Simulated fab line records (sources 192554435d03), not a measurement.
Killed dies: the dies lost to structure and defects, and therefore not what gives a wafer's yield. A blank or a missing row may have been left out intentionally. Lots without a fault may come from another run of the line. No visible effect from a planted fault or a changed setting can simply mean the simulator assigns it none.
Which of the tools did it?	flow n5 finfet	11 lots, 32 wafers sampled, at 3 steps of a route of 1938

WHAT THE GAUGES READ, wafer by wafer
N5_BEOL_M5_OVL_MEAS_29. Usual: for V4_OVL the level is -0.4 nm and the standard deviation is 0.71.
lot	measured	on	V4_OVL (nm)	flag
L904	day 8 13:35	overlay-01	-1.1 -1.0 0.3	
L905	day 8 13:55	overlay-01	0.5 -0.2 0.0	
L908	day 9 13:13	overlay-02	0.2 -0.5	
L910	day 9 20:24	overlay-01	-1.0 0.0 0.2	
L912	day 10 13:37	overlay-01	4.7 3.9 5.2	OFF
L914	day 10 17:53	overlay-02	3.5 4.9 4.2	OFF
L913	day 10 18:03	overlay-02	3.8 3.7 3.3	OFF
L917	day 11 11:32	overlay-01	-1.3 -1.0 -0.7	
L919	day 11 18:04	overlay-01	1.0 0.9 -0.2	
L920	day 11 19:04	overlay-01	-0.5 -1.8 -0.5	
L921	day 12 02:36	overlay-02	0.2 -1.2 -0.6	

WHAT TOOL EACH LOT RAN ON (gives the tool, then ch and the chambers of the sampled wafers, and finally the start)
lot	N5_BEOL_M5_ILD_DEP_00	N5_BEOL_M5_EXPOSE_25
L904	pecvd-01 ch 1,2, day 8 10:12	euv scanner-02 ch 0, day 8 13:25
L905	pecvd-03 ch 0,1,2, day 8 10:32	euv scanner-01 ch 0, day 8 13:45
L908	pecvd-02 ch 1,2, day 9 09:20	euv scanner-02 ch 0, day 9 13:02
L910	pecvd-02 ch 0, day 9 14:07	euv scanner-01 ch 0, day 9 20:14
L912	pecvd-02 ch 0,1,2, day 10 09:25	euv scanner-01 ch 0, day 10 13:26
L914	pecvd-03 ch 0,1, day 10 15:32	euv scanner-01 ch 0, day 10 17:43
L913	pecvd-01 ch 0,1,2, day 10 15:48	euv scanner-01 ch 0, day 10 17:53
L917	pecvd-03 ch 0,1, day 11 08:26	euv scanner-02 ch 0, day 11 11:22
L919	pecvd-02 ch 0,1,2, day 11 14:14	euv scanner-02 ch 0, day 11 17:54
L920	pecvd-03 ch 0,1, day 11 16:11	euv scanner-02 ch 0, day 11 18:54
L921	pecvd-01 ch 1,2, day 11 21:38	euv scanner-02 ch 0, day 12 02:26
- N5_BEOL_M5_ILD_DEP_00: deposits SiCOH lowk from DEMS/porogen, target thk 140.64 nm, time 25.9 s.
- N5_BEOL_M5_EXPOSE_25: exposes mask V4, defocus 10 nm.

WHAT THE TOOLS THEMSELVES READ (means of the sampled wafers that have a number; where no wafer has one, the mark that the record gives instead)
N5_BEOL_M5_ILD_DEP_00. Usual: heater power w 295 W, standard deviation 61; showerhead plenum p Torr 5.738 Torr, standard deviation 0.016; throttle valve pct 13.9 %, standard deviation 0.51.
lot	tool	heater power w (W)	showerhead plenum p Torr (Torr)	throttle valve pct (%)	flag
L904	pecvd-01	344	5.751	13.4	
L905	pecvd-03	259	5.732	13.7	
L908	pecvd-02	302	5.738	13.9	
L910	pecvd-02	243	5.731	14.4	
L912	pecvd-02	294	5.734	14.0	
L914	pecvd-03	220	5.736	13.8	
L913	pecvd-01	365	5.751	14.0	
L917	pecvd-03	218	5.739	13.8	
L919	pecvd-02	303	5.739	14.0	
L920	pecvd-03	237	5.733	13.7	
L921	pecvd-01	317	5.743	13.6	

THE ANSWER, worked out from the rows above alone
Rule: a lot counts as off when the mean over its wafers that have a number is more than 3 standard deviations away from the usual mean. Also off: a lot with no number at a reading for which 4 or more lots have one. Where the step has rows for the other lots, those lots are counted as sound. First the gauges in route order, then the tools' own readings, where a lot's mean is used as printed above. The first step at which some lot is off is used, and at that step the reading that is off furthest; a lot without a number counts as furthest.
Off: at N5_BEOL_M5_OVL_MEAS_29 (V4_OVL), L912, L914, L913.
A tool fits if, at a process step before that reading, it ran every lot that is off, and no sound lot after the first of them. Those tools and the gauges at N5_BEOL_M5_OVL_MEAS_29 are tried in the same way. One fits: N5_BEOL_M5_EXPOSE_25 on euv scanner-01. Its last sound lot is L910 (day 9 20:14), its first lot that is off L912 (day 10 13:26): a fault that began between those two fits.

WHAT THE SIMULATOR PUT IN
Scanner matching overlay: euv scanner-01, from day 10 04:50 on, at N5_BEOL_M5_EXPOSE_25. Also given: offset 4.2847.
Shown lots that were struck: L912, L914, L913. The rule above found the same.
